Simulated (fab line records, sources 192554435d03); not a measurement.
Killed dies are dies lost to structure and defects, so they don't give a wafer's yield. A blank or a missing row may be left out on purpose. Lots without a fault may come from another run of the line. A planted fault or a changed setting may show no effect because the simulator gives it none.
Which tool did it? | flow n5_finfet | 12 lots, 36 wafers sampled, at 6 steps of a route of 1938

WHAT THE GAUGES READ, wafer by wafer
N5_BEOL_M1_INSPECT_59: inspects for defects (darkfield).
lot  | measured     | on                | raw_defect_count
L075 | day 7 05:26  | defect_inspect-02 | 50 156 102
L078 | day 7 11:47  | defect_inspect-01 | 73 66 76
L079 | day 7 21:41  | defect_inspect-01 | 165 79 127
L081 | day 8 13:48  | defect_inspect-01 | 66 43 67
L083 | day 9 08:28  | defect_inspect-02 | 65 100 62
L085 | day 9 11:18  | defect_inspect-02 | 148 86 96
L087 | day 10 04:12 | defect_inspect-01 | 39 40 43
L088 | day 10 12:00 | defect_inspect-02 | 97 76 64
L091 | day 11 03:46 | defect_inspect-01 | 83 160 66
L093 | day 11 10:40 | defect_inspect-01 | 70 50 66
L095 | day 12 03:35 | defect_inspect-02 | 62 40 50
L097 | day 12 13:06 | defect_inspect-02 | 90 59 75

WHICH TOOL RAN EACH LOT (tool, then ch and the chambers of the sampled wafers, then the start)
lot  | N5_BEOL_M1_STRIP_19                | N5_BEOL_M1_STRIP_36                | N5_BEOL_M1_ANNEAL_87         | N5_BEOL_M1_ANNEAL_89         | N5_BEOL_M1_ANNEAL_51
L075 | rie_diel-02 ch 0,2,3, day 6 13:41  | rie_diel-02 ch 0,3, day 7 01:07    | pvd_sputter-01, day 7 03:20  | pvd_sputter-01, day 7 03:34  | rtp_anneal-02 ch 0, day 7 04:33
L078 | rie_diel-06 ch 0,1,3, day 7 01:40  | rie_diel-06 ch 0,2,3, day 7 07:02  | pvd_sputter-02, day 7 09:40  | pvd_sputter-02, day 7 09:53  | rtp_anneal-01 ch 0, day 7 10:57
L079 | rie_diel-02 ch 0,1,2, day 7 12:07  | rie_diel-06 ch 2,3, day 7 17:08    | pvd_sputter-02, day 7 19:35  | pvd_sputter-02, day 7 19:49  | rtp_anneal-02 ch 0, day 7 20:53
L081 | rie_diel-06 ch 0,1,2, day 7 21:41  | rie_diel-02 ch 2,3, day 8 09:39    | pvd_sputter-03, day 8 11:43  | pvd_sputter-03, day 8 11:56  | rtp_anneal-01 ch 0, day 8 13:01
L083 | rie_diel-01 ch 1,2,3, day 8 05:19  | rie_diel-06 ch 0,2,3, day 9 04:14  | pvd_sputter-02, day 9 06:02  | pvd_sputter-02, day 9 06:16  | rtp_anneal-01 ch 0, day 9 07:15
L085 | rie_diel-06 ch 1,2,3, day 8 19:01  | rie_diel-02 ch 0,2,3, day 9 06:57  | pvd_sputter-02, day 9 09:12  | pvd_sputter-02, day 9 09:25  | rtp_anneal-01 ch 0, day 9 10:25
L087 | rie_diel-01 ch 1,3, day 9 11:12    | rie_diel-01 ch 0,1,2, day 10 00:01 | pvd_sputter-01, day 10 02:04 | pvd_sputter-01, day 10 02:17 | rtp_anneal-02 ch 0, day 10 03:20
L088 | rie_diel-01 ch 1,2,3, day 9 21:50  | rie_diel-02 ch 0,3, day 10 07:27   | pvd_sputter-02, day 10 09:35 | pvd_sputter-02, day 10 09:49 | rtp_anneal-02 ch 0, day 10 10:49
L091 | rie_diel-01 ch 1,2, day 10 09:17   | rie_diel-01 ch 0,1,2, day 10 23:04 | pvd_sputter-02, day 11 01:40 | pvd_sputter-02, day 11 01:53 | rtp_anneal-01 ch 0, day 11 02:53
L093 | rie_diel-06 ch 0,2,3, day 11 00:41 | rie_diel-02 ch 1,2,3, day 11 04:42 | pvd_sputter-02, day 11 08:34 | pvd_sputter-02, day 11 08:47 | rtp_anneal-01 ch 0, day 11 09:53
L095 | rie_diel-01 ch 1,2,3, day 11 14:26 | rie_diel-02 ch 0,1,3, day 11 22:08 | pvd_sputter-03, day 12 00:49 | pvd_sputter-03, day 12 01:02 | rtp_anneal-01 ch 0, day 12 02:04
L097 | rie_diel-01 ch 0,1,3, day 12 00:41 | rie_diel-01 ch 1,2,3, day 12 08:04 | pvd_sputter-01, day 12 10:55 | pvd_sputter-01, day 12 11:08 | rtp_anneal-02 ch 0, day 12 12:11
- N5_BEOL_M1_STRIP_19: strips in O2.
- N5_BEOL_M1_STRIP_36: strips in N2/H2.
- N5_BEOL_M1_ANNEAL_87: time 240 s.
- N5_BEOL_M1_ANNEAL_89: time 240 s.
- N5_BEOL_M1_ANNEAL_51: time 90 s.

THE ANSWER, worked out from the rows above alone
Rule: what is usual is taken from the lots themselves. Put in order of their means at a reading, lots are off if they are a third of the lots or fewer, leave a main group of 4 or more, and stand apart from it by a gap of 3 or more times the standard deviation of the main group's means; of several such gaps the widest counts. A main group whose means are all the same, to the digits that the tables above print for the reading, isn't used. A lot without any number at a reading at which 4 lots or more have one is off too. The other lots that the step has rows for count as sound.
No lot is off at any reading shown: from this, nothing can be told.

WHAT THE SIMULATOR HAD PUT IN
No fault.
